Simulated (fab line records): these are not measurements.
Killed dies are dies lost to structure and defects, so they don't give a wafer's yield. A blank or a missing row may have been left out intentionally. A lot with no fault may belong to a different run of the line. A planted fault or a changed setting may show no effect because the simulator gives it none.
fab line records	flow n5_finfet
record: lots: 24	wafers: 72	last_day: 18
route steps=1938 shown BEOL_M10@1523 BEOL_M11@1554
lots untouched by any fault: they come from a run of this same line in which no faults occurred
start_h: hours from the record's first day to the start of the lot's first wafer shown	wait_h: hours since the lot's step before	" as in the row above	L1.1+2: a row that stands for several wafers	- no value, or no start was given	* or withheld: withheld	< > ~ a bound
route shown NAME@n: names a module that has steps shown in the file, with the first one's number in the route	usual: average and standard deviation across the fault-free wafers	same: alike in all rows	chamber/n: place in a boat	sites: readings site by site	_std_site: how widely they spread, as a standard deviation	_edge_site: mean of outer sites minus mean of inner sites	radius_mm: for every site, how far away it sits from the centre of the wafer	mask NAME#n: copy n	behind: the tool/chamber that last shaped the wafer	hold: cause of the lot's hold/its duration in hours/its outcome	device: the n, p or np transistor that did not switch	end of line: the route-end tests of the same wafers	a step without rows: its recipe alone	killed: dies lost to structure and defects at the first sort, not the wafer's yield	map: per-die view of a wafer (x killed, . not killed, _ where there is no die)
set.NAME: the setting the step ran with; set.NAME@STEP: the setting that earlier step ran with	model.NAME: the simulator's own value behind a step, which no gauge read
route steps across a sampled set of lots; one table per step, one row per wafer
services: from which hour (start_h, from the record's first day; less than 0 if before it) a tool's chamber was out of use, for how many hours, and why
== steps ==
step: N5_BEOL_M10_PRE_CLEAN_45
recipe: gas: H2/He	time_s: 30	temp_c: 250
usual: heater_power_w: 332/34
lot.wafer	tool	chamber	start_h	wait_h	heater_power_w
L075.1	pvd_sputter-03	-	220.17	0.0	304
L075.3	"	-	"	"	303
L075.5	"	-	"	"	355
L074.2	pvd_sputter-03	-	222.45	0.0	350
L074.3	"	-	"	"	373
L074.6	"	-	"	"	303
L076.2	pvd_sputter-02	-	227.98	0.0	319
L076.5	"	-	"	"	326
L076.6	"	-	"	"	322
L077.2	pvd_sputter-02	-	234.12	0.0	325
L077.3	"	-	"	"	403
L077.6	"	-	"	"	323
L078.2	pvd_sputter-03	-	241.99	0.0	298
L078.3	"	-	"	"	348
L078.6	"	-	"	"	313
L079.1	pvd_sputter-01	-	250.07	0.0	348
L079.2	"	-	"	"	278
L079.5	"	-	"	"	276
L080.1	pvd_sputter-02	-	260.18	0.0	330
L080.4	"	-	"	"	404
L080.5	"	-	"	"	404
L082.1	pvd_sputter-02	-	271.27	0.0	319
L082.2	"	-	"	"	331
L082.4	"	-	"	"	319
L081.3	pvd_sputter-01	-	271.81	0.0	279
L081.4	"	-	"	"	346
L081.6	"	-	"	"	335
L085.3	pvd_sputter-01	-	279.55	0.0	275
L085.5	"	-	"	"	280
L085.6	"	-	"	"	278
L083.1	pvd_sputter-03	-	280.17	0.0	304
L083.3	"	-	"	"	312
L083.5	"	-	"	"	300
L084.3	pvd_sputter-03	-	280.25	0.0	317
L084.4	"	-	"	"	351
L084.6	"	-	"	"	305
L087.3	pvd_sputter-03	-	305.65	0.0	359
L087.4	"	-	"	"	313
L087.5	"	-	"	"	359
L086.1	pvd_sputter-03	-	313.81	0.0	362
L086.3	"	-	"	"	368
L086.4	"	-	"	"	299
L088.1	pvd_sputter-03	-	314.33	0.0	317
L088.3	"	-	"	"	356
L088.4	"	-	"	"	296
L089.2	pvd_sputter-02	-	328.60	0.0	318
L089.4	"	-	"	"	323
L089.5	"	-	"	"	400
L093.2	pvd_sputter-03	-	332.11	0.0	372
L093.4	"	-	"	"	353
L093.6	"	-	"	"	370
L091.3	pvd_sputter-01	-	335.07	0.0	344
L091.5	"	-	"	"	286
L091.6	"	-	"	"	353
L090.1	pvd_sputter-02	-	336.23	0.0	313
L090.3	"	-	"	"	398
L090.5	"	-	"	"	394
L092.1	pvd_sputter-02	-	340.24	0.0	319
L092.2	"	-	"	"	324
L092.3	"	-	"	"	323
L095.1	pvd_sputter-03	-	357.03	0.0	366
L095.3	"	-	"	"	362
L095.6	"	-	"	"	299
L094.3	pvd_sputter-01	-	366.31	0.0	343
L094.5	"	-	"	"	346
L094.6	"	-	"	"	280
L097.1	pvd_sputter-02	-	370.57	0.0	325
L097.3	"	-	"	"	324
L097.6	"	-	"	"	401
L096.1	pvd_sputter-02	-	380.21	0.0	397
L096.4	"	-	"	"	320
L096.5	"	-	"	"	324
step: N5_BEOL_M10_SURFACE_TREAT_76
recipe: gas: Ar	time_s: *	ion_energy_ev: *	ion_current_ma_cm2: 0.5	pressure_mtorr: *	ar_flow_sccm: 30
usual: ar_flow_sccm: 30.00/0.095	throttle_valve_pct: *
lot.wafer	tool	chamber	start_h	wait_h	ar_flow_sccm	throttle_valve_pct
L075.1	pvd_sputter-03	-	222.33	2.0	29.94	*
L075.3	"	-	"	"	29.94	*
L075.5	"	-	"	"	30.05	*
L074.2	pvd_sputter-01	-	222.88	0.2	30.21	*
L074.3	"	-	"	"	30.01	*
L074.6	"	-	"	"	30.09	*
L076.2	pvd_sputter-02	-	228.36	0.2	30.04	*
L076.5	"	-	"	"	30.01	*
L076.6	"	-	"	"	30.13	*
L077.2	pvd_sputter-01	-	234.50	0.2	30.25	*
L077.3	"	-	"	"	30.06	*
L077.6	"	-	"	"	30.02	*
L078.2	pvd_sputter-03	-	242.43	0.2	29.89	*
L078.3	"	-	"	"	30.08	*
L078.6	"	-	"	"	29.80	*
L079.1	pvd_sputter-03	-	250.42	0.2	29.94	*
L079.2	"	-	"	"	30.07	*
L079.5	"	-	"	"	29.97	*
L080.1	pvd_sputter-02	-	260.58	0.2	29.77	*
L080.4	"	-	"	"	29.78	*
L080.5	"	-	"	"	29.85	*
L082.1	pvd_sputter-01	-	271.86	0.3	30.00	*
L082.2	"	-	"	"	30.03	*
L082.4	"	-	"	"	30.04	*
L081.3	pvd_sputter-01	-	272.29	0.3	30.05	*
L081.4	"	-	"	"	30.11	*
L081.6	"	-	"	"	30.23	*
L085.3	pvd_sputter-03	-	280.09	0.3	30.10	*
L085.5	"	-	"	"	30.00	*
L085.6	"	-	"	"	29.95	*
L083.1	pvd_sputter-03	-	280.81	0.4	30.01	*
L083.3	"	-	"	"	29.97	*
L083.5	"	-	"	"	30.08	*
L084.3	pvd_sputter-03	-	280.85	0.4	29.83	*
L084.4	"	-	"	"	29.93	*
L084.6	"	-	"	"	30.00	*
L087.3	pvd_sputter-03	-	306.01	0.2	30.15	*
L087.4	"	-	"	"	29.92	*
L087.5	"	-	"	"	30.10	*
L086.1	pvd_sputter-02	-	314.22	0.2	30.10	*
L086.3	"	-	"	"	29.84	*
L086.4	"	-	"	"	30.04	*
L088.1	pvd_sputter-03	-	314.95	0.4	30.06	*
L088.3	"	-	"	"	29.94	*
L088.4	"	-	"	"	30.08	*
L089.2	pvd_sputter-03	-	329.35	0.6	29.98	*
L089.4	"	-	"	"	29.81	*
L089.5	"	-	"	"	29.86	*
L093.2	pvd_sputter-03	-	332.71	0.4	29.94	*
L093.4	"	-	"	"	30.08	*
L093.6	"	-	"	"	30.01	*
L091.3	pvd_sputter-02	-	336.01	0.7	29.94	*
L091.5	"	-	"	"	29.93	*
L091.6	"	-	"	"	30.03	*
L090.1	pvd_sputter-02	-	336.63	0.2	29.92	*
L090.3	"	-	"	"	29.95	*
L090.5	"	-	"	"	29.94	*
L092.1	pvd_sputter-03	-	340.76	0.2	30.08	*
L092.2	"	-	"	"	29.95	*
L092.3	"	-	"	"	29.92	*
L095.1	pvd_sputter-03	-	357.41	0.2	29.97	*
L095.3	"	-	"	"	30.02	*
L095.6	"	-	"	"	29.90	*
L094.3	pvd_sputter-01	-	366.73	0.2	30.09	*
L094.5	"	-	"	"	30.09	*
L094.6	"	-	"	"	30.13	*
L097.1	pvd_sputter-02	-	371.01	0.2	30.02	*
L097.3	"	-	"	"	30.06	*
L097.6	"	-	"	"	30.18	*
L096.1	pvd_sputter-01	-	380.58	0.2	30.07	*
L096.4	"	-	"	"	29.98	*
L096.5	"	-	"	"	30.02	*
step: N5_BEOL_M10_RS_MEAS_57
recipe: thk_meas_gauge: four-point-probe	reads: Cu_of_BEOL_M10_ECD_50+Co_of_BEOL_M10_CVD_75+TaN_of_BEOL_M10_ALD_74
usual: M10_RS: 0.151/0.0032
lot.wafer	tool	chamber	start_h	wait_h	M10_RS[ohm/sq]
L075.1	film_metro-02	-	223.96	0.1	0.150
L075.3	"	-	"	"	0.150
L075.5	"	-	"	"	0.150
L074.2	film_metro-01	-	224.22	0.1	0.149
L074.3	"	-	"	"	0.153
L074.6	"	-	"	"	0.146
L076.2	film_metro-01	-	229.52	0.1	0.149
L076.5	"	-	"	"	0.150
L076.6	"	-	"	"	0.149
L077.2	film_metro-02	-	236.06	0.1	0.154
L077.3	"	-	"	"	0.153
L077.6	"	-	"	"	0.154
L078.2	film_metro-02	-	244.04	0.1	0.152
L078.3	"	-	"	"	0.149
L078.6	"	-	"	"	0.152
L079.1	film_metro-01	-	251.82	0.1	0.147
L079.2	"	-	"	"	0.147
L079.5	"	-	"	"	0.150
L080.1	film_metro-01	-	263.63	0.1	0.150
L080.4	"	-	"	"	0.152
L080.5	"	-	"	"	0.152
L082.1	film_metro-02	-	273.43	0.1	0.149
L082.2	"	-	"	"	0.148
L082.4	"	-	"	"	0.150
L081.3	film_metro-01	-	274.24	0.1	0.153
L081.4	"	-	"	"	0.153
L081.6	"	-	"	"	0.153
L085.3	film_metro-02	-	281.37	0.1	0.152
L085.5	"	-	"	"	0.153
L085.6	"	-	"	"	0.149
L083.1	film_metro-02	-	282.48	0.1	0.143
L083.3	"	-	"	"	0.142
L083.5	"	-	"	"	0.147
L084.3	film_metro-01	-	282.51	0.1	0.153
L084.4	"	-	"	"	0.157
L084.6	"	-	"	"	0.154
L087.3	film_metro-02	-	307.18	0.1	0.149
L087.4	"	-	"	"	0.149
L087.5	"	-	"	"	0.147
L086.1	film_metro-01	-	315.66	0.1	0.153
L086.3	"	-	"	"	0.155
L086.4	"	-	"	"	0.157
L088.1	film_metro-02	-	316.45	0.1	0.148
L088.3	"	-	"	"	0.150
L088.4	"	-	"	"	0.148
L089.2	film_metro-02	-	330.53	0.1	0.152
L089.4	"	-	"	"	0.154
L089.5	"	-	"	"	0.151
L093.2	film_metro-01	-	334.28	0.1	0.149
L093.4	"	-	"	"	0.152
L093.6	"	-	"	"	0.150
L091.3	film_metro-02	-	337.23	0.1	0.151
L091.5	"	-	"	"	0.151
L091.6	"	-	"	"	0.148
L090.1	film_metro-01	-	337.86	0.1	0.156
L090.3	"	-	"	"	0.152
L090.5	"	-	"	"	0.152
L092.1	film_metro-02	-	342.05	0.1	0.155
L092.2	"	-	"	"	0.150
L092.3	"	-	"	"	0.157
L095.1	film_metro-02	-	359.01	0.1	0.149
L095.3	"	-	"	"	0.149
L095.6	"	-	"	"	0.154
L094.3	film_metro-02	-	369.36	0.1	0.157
L094.5	"	-	"	"	0.153
L094.6	"	-	"	"	0.151
L097.1	film_metro-02	-	372.33	0.1	0.151
L097.3	"	-	"	"	0.150
L097.6	"	-	"	"	0.149
L096.1	film_metro-01	-	383.11	0.1	0.145
L096.4	"	-	"	"	0.146
L096.5	"	-	"	"	0.140
step: N5_BEOL_M11_ETCH_62
recipe: chemistry: N2/H2	target: SOC	target_depth_a: 1100	overetch_a: 220	mask_material: SiARC	temp_c: 40	time_s: 165	ion_energy_ev: 200	pressure_mtorr: 30	source_w: 840	bias_w: 150	n2_flow_sccm: 200	h2_flow_sccm: 200
usual: drypump_motor_current_A: 5.6/0.56	oes_product_au: 0.67/0.067	rf_vpp_V: 523.5/2.2	showerhead_plenum_p_Torr: 2.52/0.077	throttle_valve_pct: 17.77/0.23
lot.wafer	tool	chamber	start_h	wait_h	drypump_motor_current_A	oes_product_au	rf_hours_counter_h	rf_vpp_V	showerhead_plenum_p_Torr	throttle_valve_pct
L074.2	rie_diel-06	0	227.47	0.0	6.2	0.64	181	520.9	2.41	17.95
L074.3	"	1	"	"	5.1	0.61	227	523.5	2.50	17.74
L074.6	"	1	"	"	5.1	0.61	-	523.1	2.50	17.75
L075.1	rie_diel-01	3	227.81	0.0	5.9	0.62	203	520.7	2.43	18.07
L075.3	"	0	"	"	5.2	0.64	165	521.6	2.53	18.10
L075.5	"	3	"	"	5.9	0.63	-	520.9	2.43	18.07
L076.2	rie_diel-06	1	230.96	0.0	5.1	0.61	228	523.0	2.50	17.75
L076.5	"	1	"	"	5.1	0.61	-	523.1	2.50	17.74
L076.6	"	0	"	"	6.2	0.64	-	521.5	2.41	17.95
L077.2	rie_diel-06	3	238.73	0.0	5.7	0.66	120	528.3	2.65	17.69
L077.3	"	2	"	"	5.0	0.74	49	522.4	2.49	17.42
L077.6	"	1	"	"	5.1	0.61	-	523.7	2.50	17.74
L078.2	rie_diel-06	1	246.74	0.0	5.1	0.60	232	523.5	2.49	17.75
L078.3	"	2	"	"	5.0	0.74	50	522.3	2.49	17.43
L078.6	"	0	"	"	6.2	0.63	-	521.4	2.41	17.96
L079.1	rie_diel-03	2	254.69	0.0	6.6	0.79	5	523.4	2.49	17.52
L079.2	"	1	"	"	5.7	0.74	47	524.0	2.59	17.66
L079.5	"	2	"	"	6.6	0.79	-	522.8	2.49	17.53
L080.1	rie_diel-06	1	267.90	0.0	5.1	0.60	239	523.6	2.49	17.77
L080.4	"	0	"	"	6.2	0.63	191	520.0	2.40	17.96
L080.5	"	2	"	"	5.0	0.73	-	521.9	2.48	17.45
L081.3	rie_diel-06	2	276.68	0.0	5.0	0.72	60	522.1	2.48	17.44
L081.4	"	3	"	"	5.7	0.66	131	527.7	2.65	17.70
L081.6	"	1	"	"	5.1	0.60	-	522.5	2.49	17.78
L082.1	rie_diel-03	0	276.84	0.0	6.5	0.78	24	524.5	2.61	17.62
L082.2	"	1	"	"	5.7	0.73	54	524.4	2.59	17.68
L082.4	"	3	"	"	5.4	0.58	242	525.4	2.61	18.10
L085.3	rie_diel-06	1	283.66	0.0	5.1	0.60	244	522.3	2.49	17.77
L085.5	"	0	"	"	6.2	0.63	-	520.9	2.40	17.99
L085.6	"	1	"	"	5.1	0.60	-	522.6	2.49	17.76
L083.1	rie_diel-06	3	291.15	0.0	5.7	0.65	134	525.1	2.65	17.72
L083.3	"	0	"	"	6.2	0.63	198	521.9	2.40	17.99
L083.5	"	2	"	"	5.0	0.72	-	522.3	2.48	17.45
L084.3	rie_diel-03	2	291.40	0.0	6.6	0.77	14	524.4	2.49	17.54
L084.4	"	3	"	"	5.4	0.57	246	524.9	2.61	18.10
L084.6	"	3	"	"	5.4	0.57	-	525.6	2.61	18.11
L087.3	rie_diel-06	0	309.85	0.0	6.2	0.63	204	522.9	2.40	17.99
L087.4	"	3	"	"	5.7	0.65	141	528.1	2.64	17.71
L087.5	"	1	"	"	5.0	0.60	-	523.9	2.49	17.77
L086.1	rie_diel-01	0	317.66	0.0	5.2	0.62	187	522.9	2.52	18.14
L086.3	"	2	"	"	6.0	0.64	129	523.9	2.54	17.85
L086.4	"	1	"	"	4.9	0.58	-	525.6	2.61	17.86
L088.1	rie_diel-01	1	317.93	0.0	4.9	0.58	235	525.6	2.61	17.87
L088.3	"	2	"	"	6.0	0.65	129	524.5	2.54	17.85
L088.4	"	0	"	"	5.2	0.61	-	523.2	2.52	18.14
L089.2	rie_diel-03	1	332.72	0.0	5.7	0.71	69	523.9	2.58	17.70
L089.4	"	0	"	"	6.5	0.75	43	525.5	2.60	17.64
L089.5	"	2	"	"	6.6	0.74	-	521.9	2.48	17.58
L093.2	rie_diel-01	0	337.20	0.0	5.2	0.62	193	521.6	2.52	18.14
L093.4	"	3	"	"	5.9	0.61	229	520.4	2.42	18.12
L093.6	"	2	"	"	6.0	0.63	-	523.4	2.54	17.87
L091.3	rie_diel-06	0	339.89	0.0	6.2	0.62	216	520.5	2.39	18.00
L091.5	"	0	"	"	6.3	0.62	-	519.8	2.39	18.00
L091.6	"	3	"	"	5.7	0.64	-	526.1	2.64	17.73
L090.1	rie_diel-03	0	340.12	0.0	6.5	0.74	45	525.4	2.60	17.64
L090.3	"	3	"	"	5.4	0.80	5	526.4	2.61	17.72
L090.5	"	2	"	"	6.6	0.73	-	521.6	2.48	17.58
L092.1	rie_diel-06	0	343.61	0.0	6.2	0.61	217	520.0	2.39	18.02
L092.2	"	2	"	"	5.0	0.70	83	522.3	2.47	17.50
L092.3	"	3	"	"	5.7	0.64	153	526.6	2.64	17.75
L095.1	rie_diel-01	0	363.17	0.0	5.2	0.61	201	523.0	2.52	18.17
L095.3	"	2	"	"	6.0	0.63	143	523.8	2.53	17.89
L095.6	"	3	"	"	5.9	0.61	-	519.8	2.42	18.13
L094.3	rie_diel-01	2	372.13	0.0	6.0	0.63	149	524.9	2.53	17.89
L094.5	"	2	"	"	6.0	0.63	-	523.9	2.53	17.89
L094.6	"	0	"	"	5.2	0.60	-	523.2	2.52	18.17
L097.1	rie_diel-03	2	375.79	0.0	6.5	0.73	37	522.5	2.48	17.59
L097.3	"	1	"	"	5.7	0.70	78	524.5	2.58	17.74
L097.6	"	1	"	"	5.7	0.70	-	523.9	2.58	17.72
L096.1	rie_diel-06	0	386.40	0.0	6.2	0.61	229	520.1	2.39	18.03
L096.4	"	3	"	"	5.7	0.63	166	527.7	2.63	17.76
L096.5	"	2	"	"	5.0	0.69	-	520.5	2.47	17.51
step: N5_BEOL_M11_STRIP_19
recipe: chemistry: O2	power_w: 400	temp_c: 40	pressure_mtorr: 30	rf_frequency_hz: 6e+07	bias_power_w: 0	overash_fraction: 0.2	o2_flow_sccm: 225
usual: drypump_motor_current_A: 5.6/0.53	oes_product_au: 0.78/0.09	rf_vpp_V: 3.7/0.63	showerhead_plenum_p_Torr: 2.09/0.067	throttle_valve_pct: 16.69/0.27
lot.wafer	tool	chamber	start_h	wait_h	drypump_motor_current_A	oes_product_au	rf_hours_counter_h	rf_vpp_V	showerhead_plenum_p_Torr	throttle_valve_pct
L074.2	rie_diel-03	0	227.91	0.2	6.5	0.97	9	3.6	2.16	16.29
L074.3	"	1	"	"	5.7	0.88	39	3.9	2.14	16.45
L074.6	"	1	"	"	5.7	0.89	-	3.6	2.14	16.49
L075.1	rie_diel-03	1	228.22	0.2	5.6	0.89	39	3.7	2.14	16.46
L075.3	"	3	"	"	5.5	0.70	226	3.8	2.18	17.03
L075.5	"	1	"	"	5.7	0.88	-	2.5	2.14	16.43
L076.2	rie_diel-03	3	231.53	0.3	5.4	0.69	227	3.7	2.18	17.03
L076.5	"	1	"	"	5.7	0.89	-	3.5	2.14	16.44
L076.6	"	0	"	"	6.5	0.97	-	3.0	2.16	16.27
L077.2	rie_diel-06	1	239.12	0.1	5.1	0.71	231	3.9	2.08	16.80
L077.3	"	2	"	"	5.0	0.89	49	4.9	2.05	16.20
L077.6	"	0	"	"	6.2	0.73	-	3.7	2.00	16.87
L078.2	rie_diel-01	2	247.19	0.2	6.0	0.79	108	3.1	2.09	16.60
L078.3	"	3	"	"	5.9	0.73	209	3.7	2.01	16.94
L078.6	"	2	"	"	6.0	0.79	-	3.1	2.09	16.56
L079.1	rie_diel-03	0	254.99	0.1	6.5	0.96	18	3.9	2.16	16.30
L079.2	"	3	"	"	5.4	0.69	235	4.0	2.18	17.06
L079.5	"	1	"	"	5.7	0.88	-	3.4	2.14	16.48
L080.1	rie_diel-06	3	268.33	0.2	5.8	0.78	128	3.6	2.19	16.65
L080.4	"	0	"	"	6.2	0.73	192	4.6	1.99	16.89
L080.5	"	3	"	"	5.7	0.77	-	2.8	2.19	16.66
L081.3	rie_diel-06	0	277.17	0.2	6.2	0.73	194	3.9	1.99	16.90
L081.4	"	2	"	"	5.0	0.86	61	4.2	2.04	16.22
L081.6	"	3	"	"	5.7	0.77	-	4.3	2.19	16.64
L082.1	rie_diel-06	3	277.25	0.2	5.7	0.77	131	3.8	2.19	16.66
L082.2	"	1	"	"	5.1	0.69	242	3.5	2.07	16.82
L082.4	"	0	"	"	6.2	0.73	194	4.4	1.99	16.90
L085.3	rie_diel-03	3	283.96	0.1	5.5	0.67	245	3.8	2.17	17.08
L085.5	"	0	"	"	6.5	0.92	-	3.9	2.15	16.30
L085.6	"	3	"	"	5.4	0.68	-	4.1	2.18	17.09
L083.1	rie_diel-06	2	291.44	0.1	5.0	0.86	64	3.6	2.04	16.23
L083.3	"	0	"	"	6.2	0.73	198	4.2	1.99	16.92
L083.5	"	3	"	"	5.7	0.76	-	3.8	2.19	16.66
L084.3	rie_diel-01	3	291.70	0.1	5.9	0.72	220	4.0	2.01	16.92
L084.4	"	0	"	"	5.2	0.74	178	2.7	2.09	17.02
L084.6	"	0	"	"	5.2	0.74	-	2.9	2.09	16.99
L087.3	rie_diel-01	2	310.15	0.1	6.0	0.76	126	4.0	2.09	16.62
L087.4	"	0	"	"	5.2	0.73	-	3.6	2.09	17.01
L087.5	"	2	"	"	6.0	0.76	-	3.3	2.09	16.61
L086.1	rie_diel-06	2	318.08	0.2	5.0	0.85	74	3.3	2.04	16.27
L086.3	"	0	"	"	6.2	0.72	208	4.0	1.99	16.92
L086.4	"	3	"	"	5.7	0.76	-	3.7	2.18	16.69
L088.1	rie_diel-01	1	318.32	0.2	4.8	0.69	236	4.0	2.14	16.68
L088.3	"	0	"	"	5.2	0.73	187	4.1	2.09	17.02
L088.4	"	2	"	"	6.0	0.76	-	3.7	2.08	16.62
L089.2	rie_diel-01	0	333.02	0.1	5.2	0.74	191	4.6	2.08	17.03
L089.4	"	2	"	"	6.0	0.76	133	3.8	2.08	16.64
L089.5	"	0	"	"	5.2	0.72	-	4.5	2.08	17.03
L093.2	rie_diel-06	1	337.50	0.1	5.1	0.99	1	3.0	2.07	16.37
L093.4	"	0	"	"	6.3	0.73	215	3.5	1.99	16.92
L093.6	"	1	"	"	5.1	1.00	-	4.3	2.07	16.38
L091.3	rie_diel-06	3	340.18	0.1	5.7	0.75	152	3.3	2.18	16.70
L091.5	"	3	"	"	5.7	0.75	-	6.4	2.18	16.69
L091.6	"	2	"	"	5.0	0.83	-	3.8	2.04	16.28
L090.1	rie_diel-01	0	340.42	0.1	5.2	0.73	194	3.8	2.08	17.04
L090.3	"	2	"	"	6.0	0.74	136	3.4	2.08	16.63
L090.5	"	0	"	"	5.2	0.73	-	2.6	2.08	17.04
L092.1	rie_diel-06	1	343.93	0.1	5.1	0.98	3	3.5	2.07	16.39
L092.2	"	0	"	"	6.3	0.72	217	4.6	1.99	16.94
L092.3	"	3	"	"	5.7	0.75	154	4.4	2.18	16.69
L095.1	rie_diel-06	1	363.47	0.1	5.1	0.95	7	3.3	2.07	16.39
L095.3	"	3	"	"	5.7	0.75	159	4.3	2.18	16.72
L095.6	"	0	"	"	6.2	0.71	-	3.1	1.98	16.93
L094.3	rie_diel-01	3	372.43	0.1	5.9	0.70	243	3.4	2.00	17.00
L094.5	"	0	"	"	5.2	0.72	-	4.1	2.08	17.03
L094.6	"	3	"	"	5.9	0.70	-	2.9	2.00	17.01
L097.1	rie_diel-01	3	376.08	0.1	5.9	0.70	244	3.0	2.00	17.00
L097.3	"	2	"	"	6.0	0.74	150	3.4	2.08	16.67
L097.6	"	2	"	"	6.0	0.74	-	2.4	2.08	16.67
L096.1	rie_diel-06	1	386.71	0.1	5.0	0.92	14	3.9	2.07	16.41
L096.4	"	0	"	"	6.2	0.71	230	4.3	1.98	16.99
L096.5	"	3	"	"	5.8	0.74	-	3.2	2.18	16.70
step: N5_BEOL_M11_CD_MEAS_28
recipe: target_cd_nm: 70	landing_energy_ev: 500	detector: se_inlens	polarity: opening
usual: cd_nm: 69.5/0.97
lot.wafer	tool	chamber	start_h	wait_h	cd_nm
L076.2	cd_sem-01	0	232.81	-	69.4
L076.5	"	0	"	"	69.3
L076.6	"	0	"	"	69.4
L075.1	cd_sem-01	0	232.98	-	69.4
L075.3	"	0	"	"	69.3
L075.5	"	0	"	"	68.9
L074.2	cd_sem-02	0	233.15	-	68.5
L074.3	"	0	"	"	69.8
L074.6	"	0	"	"	69.3
L077.2	cd_sem-01	0	240.45	-	68.8
L077.3	"	0	"	"	69.2
L077.6	"	0	"	"	69.5
L078.2	cd_sem-01	0	248.68	-	67.6
L078.3	"	0	"	"	67.6
L078.6	"	0	"	"	68.5
L079.1	cd_sem-03	0	259.13	-	70.3
L079.2	"	0	"	"	69.3
L079.5	"	0	"	"	69.6
L080.1	cd_sem-02	0	269.68	-	70.4
L080.4	"	0	"	"	70.8
L080.5	"	0	"	"	70.3
L082.1	cd_sem-03	0	277.76	-	69.0
L082.2	"	0	"	"	69.0
L082.4	"	0	"	"	69.4
L081.3	cd_sem-02	0	277.93	-	69.8
L081.4	"	0	"	"	69.4
L081.6	"	0	"	"	69.4
L085.3	cd_sem-03	0	290.43	-	69.8
L085.5	"	0	"	"	69.9
L085.6	"	0	"	"	68.2
L083.1	cd_sem-02	0	292.09	-	69.3
L083.3	"	0	"	"	69.4
L083.5	"	0	"	"	68.6
L084.3	cd_sem-01	0	294.30	-	68.3
L084.4	"	0	"	"	69.3
L084.6	"	0	"	"	69.3
L087.3	cd_sem-01	0	312.27	-	68.4
L087.4	"	0	"	"	69.1
L087.5	"	0	"	"	69.1
L088.1	cd_sem-01	0	319.15	-	70.9
L088.3	"	0	"	"	71.8
L088.4	"	0	"	"	71.4
L086.1	cd_sem-01	0	319.31	-	70.4
L086.3	"	0	"	"	70.9
L086.4	"	0	"	"	70.3
L089.2	cd_sem-01	0	335.28	-	71.1
L089.4	"	0	"	"	69.4
L089.5	"	0	"	"	70.8
L093.2	cd_sem-01	0	339.02	-	67.5
L093.4	"	0	"	"	68.4
L093.6	"	0	"	"	69.5
L091.3	cd_sem-01	0	341.55	-	70.0
L091.5	"	0	"	"	69.7
L091.6	"	0	"	"	69.1
L090.1	cd_sem-01	0	341.71	-	68.9
L090.3	"	0	"	"	69.0
L090.5	"	0	"	"	69.9
L092.1	cd_sem-02	0	345.23	-	70.0
L092.2	"	0	"	"	69.3
L092.3	"	0	"	"	69.5
L095.1	cd_sem-01	0	365.01	-	68.6
L095.3	"	0	"	"	70.6
L095.6	"	0	"	"	69.5
L094.3	cd_sem-01	0	376.56	-	71.5
L094.5	"	0	"	"	70.9
L094.6	"	0	"	"	70.4
L097.1	cd_sem-02	0	377.58	-	69.2
L097.3	"	0	"	"	69.5
L097.6	"	0	"	"	68.0
L096.1	cd_sem-03	0	388.28	-	68.6
L096.4	"	0	"	"	67.6
L096.5	"	0	"	"	68.0
== services ==
tool	chamber	start_h	hours	kind
rie_diel-06	0	213.00	3.4	repair
rie_diel-03	2	217.30	-	clean
rie_diel-03	2	217.30	-	consumable_replace:focus_ring
rie_diel-03	2	217.30	20.1	scheduled_down
rie_diel-03	2	217.30	20.1	vent_cycle
rie_diel-01	1	226.18	3.6	repair
rie_diel-01	0	241.59	12.8	repair
rie_diel-03	2	266.47	4.2	repair
rie_diel-06	1	290.13	8.6	repair
rie_diel-01	-	294.76	1.2	repair
rie_diel-03	3	303.82	-	clean
rie_diel-06	1	312.47	-	clean
rie_diel-06	1	312.47	-	consumable_replace:focus_ring
rie_diel-06	1	312.47	21.9	scheduled_down
rie_diel-06	1	312.47	21.9	vent_cycle
pvd_sputter-01	-	336.32	11.7	repair
pvd_sputter-02	-	357.05	3.6	repair
rie_diel-03	-	357.61	13.2	repair
rie_diel-01	1	363.69	-	clean
rie_diel-01	1	363.69	-	consumable_replace:focus_ring
rie_diel-01	1	363.69	20.8	scheduled_down
rie_diel-01	1	363.69	20.8	vent_cycle
rie_diel-06	-	363.75	0.3	repair
pvd_sputter-03	-	367.80	5.5	repair
== key ==
fault none
